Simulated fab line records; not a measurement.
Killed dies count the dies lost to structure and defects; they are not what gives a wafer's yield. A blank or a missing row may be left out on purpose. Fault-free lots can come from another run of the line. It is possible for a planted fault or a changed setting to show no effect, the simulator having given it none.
Lot-split experiment -- flow n5 finfet -- route with 1938 steps; 7 lots, 21 wafers read

SPLIT DETAILS
At N5_BEOL_M7_PECVD_70 (deposits SiO2 from TEOS/O2, target thk 20 nm, time 22.7 s), the setting temp c was moved away from the recipe's 400 C on 7 of the 21 wafers read, by -3.4% to +4.2%. The other wafers ran this setting at the recipe's value.

The reading is taken at the split's own step.

THE READING
SiO2_of_BEOL_M7_PECVD_70.thk nm (the simulator's own value, which no gauge read), in nm, at N5_BEOL_M7_PECVD_70 (deposits SiO2 from TEOS/O2, target thk 20 nm, time 22.7 s). The file gives no usual value for it. The 14 wafers here that ran the recipe average 19.9 nm, standard deviation 0.22 nm.

wafer,"tool, chamber at the split","temp c as run, C",against the recipe,"SiO2_of_BEOL_M7_PECVD_70.thk nm, nm",against lot-mates on the recipe
L075.4,"pecvd-04, 0",400,recipe,20,-
L075.5,"pecvd-04, 0",410.1,+2.5%,18.6,-1.4
L075.6,"pecvd-04, 1",410.1,+2.5%,18.4,-1.6
L079.2,"pecvd-03, 2",400,recipe,19.6,-
L079.3,"pecvd-03, 0",400,recipe,19.8,-
L079.4,"pecvd-03, 2",400,recipe,20,-
L083.3,"pecvd-03, 0,2",400,recipe,20,-
L083.6,"pecvd-03, 0,2",400,recipe,20,-
L083.5,"pecvd-03, 1",386.5,-3.4%,22,+2.0
L082.1,"pecvd-03, 1",416.7,+4.2%,17.4,-2.4
L082.3,"pecvd-03, 0",400,recipe,19.8,-
L082.4,"pecvd-03, 2",416.7,+4.2%,17.8,-2.0
L086.1,"pecvd-04, 0,1",400,recipe,19.8,-
L086.3,"pecvd-04, 0,1",400,recipe,19.8,-
L086.5,"pecvd-04, 1",400,recipe,20.4,-
L092.1,"pecvd-03, 0",400,recipe,19.8,-
L092.3,"pecvd-03, 1",388.8,-2.8%,21.2,+1.4
L092.4,"pecvd-03, 1",388.8,-2.8%,21.4,+1.6
L094.1,"pecvd-04, 1",400,recipe,19.4,-
L094.4,"pecvd-04, 0,1",400,recipe,20,-
L094.6,"pecvd-04, 0,1",400,recipe,20,-
Rows listing several chambers each stand for several wafers; the file does not say which wafer went through which chamber.

FIT RESULTS
A straight line over all 21 wafers: SiO2_of_BEOL_M7_PECVD_70.thk nm changes by -0.551 nm for each +1% of temp c; r = -0.98; the points scatter about the line by 0.22 nm.
The same after taking each lot's own level away (the mean of its wafers on the recipe; 21 wafers): -0.55 nm for each +1%; r = -0.98; scatter 0.2 nm.
The reading moves by 2.3 nm for the largest change in temp c, on that fit.
The span of the lots' own levels, 19.80 to 20.00 nm, comes to 0.9 times the standard deviation stated above.
Consequently the slope shifts little with the lot-to-lot level, the two slopes agreeing.
Check: with one of the wafers moved furthest among these (+4.2%) left out of the fit, the line predicts -2.26 nm for it against its lot-mates. It came out at -2.4 nm against them.

FURTHER SPLITS ON THESE WAFERS
Before the reading, these wafers also passed through other splits. Each is held against what the fit with the lots' levels taken away leaves over:
other split on the same wafers,wafers away from the commonest value,r with SiO2_of_BEOL_M7_PECVD_70.thk nm (lot level and that fit taken away)
N5_BEOL_M5_HM_DEP_02 target thk a,7,+0.16
N5_BEOL_M5_COAT_59 spin rpm,8,+0.28
N5_BEOL_M5_DEP_56 time s,9,+0.11
N5_BEOL_M7_ILD_DEP_00 time s,7,+0.15

FILE'S OWN FIT
SiO2_of_BEOL_M7_PECVD_70.thk nm changes by -0.556 nm for each +1% of temp c, r = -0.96.
